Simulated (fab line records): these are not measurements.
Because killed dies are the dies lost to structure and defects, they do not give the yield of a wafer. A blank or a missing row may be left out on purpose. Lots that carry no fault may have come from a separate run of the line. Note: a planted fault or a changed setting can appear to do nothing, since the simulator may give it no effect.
Matching of chambers + flow n5_finfet + rie_diel-02 running N5_MOL_CONTACT_COAG_ETCHBACK_135: 4 sister chambers
The step etches SiO2 in CHF3, target depth 25 nm, time 16.7 s. 16 wafers are shown with their chamber, then 8 later ones without.

== WAFERS, EACH WITH ITS CHAMBER ==
| wafer  | chamber | showerhead_plenum_p_Torr (Torr) | rf_vpp_V (V) | drypump_motor_current_A (A) |
|--------|---------|---------------------------------|--------------|-----------------------------|
| L076.2 | 3       | 2.52                            | 518          | 5.8                         |
| L076.5 | 3       | 2.52                            | 517          | 5.7                         |
| L076.6 | 0       | 2.45                            | 528          | 5.3                         |
| L077.2 | 2       | 2.38                            | 518          | 5.0                         |
| L077.5 | 1       | 2.47                            | 499          | 5.5                         |
| L077.6 | 2       | 2.38                            | 517          | 5.0                         |
| L079.3 | 3       | 2.52                            | 515          | 5.7                         |
| L079.5 | 3       | 2.52                            | 517          | 5.8                         |
| L079.6 | 0       | 2.44                            | 526          | 5.3                         |
| L080.1 | 2       | 2.38                            | 517          | 5.0                         |
| L080.4 | 1       | 2.47                            | 499          | 5.5                         |
| L080.5 | 1       | 2.47                            | 500          | 5.6                         |
| L083.4 | 1       | 2.46                            | 499          | 5.6                         |
| L083.5 | 2       | 2.38                            | 517          | 5.0                         |
| L083.6 | 3       | 2.51                            | 517          | 5.7                         |
| L087.2 | 0       | 2.44                            | 526          | 5.3                         |

SIGNATURES (means of the wafers above)
| reading                  | chamber 0 | chamber 1 | chamber 2 | chamber 3 | scatter within a chamber |
|--------------------------|-----------|-----------|-----------|-----------|--------------------------|
| showerhead_plenum_p_Torr | 2.4433    | 2.4675    | 2.3800    | 2.5180    | 0.0043                   |
| rf_vpp_V                 | 526.67    | 499.25    | 517.25    | 516.80    | 0.864                    |
| drypump_motor_current_A  | 5.300     | 5.550     | 5.000     | 5.740     | 0.0428                   |
Rule: for each reading, subtract the chamber's mean from the wafer's reading, divide by that reading's scatter and square the result; add these up over the readings and take the root, which gives the wafer's distance from the chamber. The wafer belongs to the nearest chamber; if the next one is less than 2 further off, it can't be placed. The scatter: take each reading less its chamber's mean, square it, sum over the shown wafers, divide by the number of wafers less the number of chambers, and take the root.

== WAFERS WITHOUT THEIR CHAMBER ==
| wafer  | showerhead_plenum_p_Torr (Torr) | rf_vpp_V (V) | drypump_motor_current_A (A) |
|--------|---------------------------------|--------------|-----------------------------|
| L087.3 | 2.51                            | 517          | 5.7                         |
| L087.6 | 2.37                            | 517          | 5.0                         |
| L089.1 | 2.51                            | 517          | 5.8                         |
| L089.4 | 2.37                            | 517          | 5.0                         |
| L089.6 | 2.43                            | 527          | 5.3                         |
| L097.2 | 2.50                            | 517          | 5.7                         |
| L097.3 | 2.45                            | 499          | 5.5                         |
| L097.6 | 2.45                            | 499          | 5.5                         |

== WHICH CHAMBER EACH WENT THROUGH ==
| wafer  | from the rows above | in truth |
|--------|---------------------|----------|
| L087.3 | 3                   | 3        |
| L087.6 | 2                   | 2        |
| L089.1 | 3                   | 3        |
| L089.4 | 2                   | 2        |
| L089.6 | 0                   | 0        |
| L097.2 | 3                   | 3        |
| L097.3 | 1                   | 1        |
| L097.6 | 1                   | 1        |
Correct placement for 8 of the 8. Not placeable from these rows: 0. 0 placed wrongly.
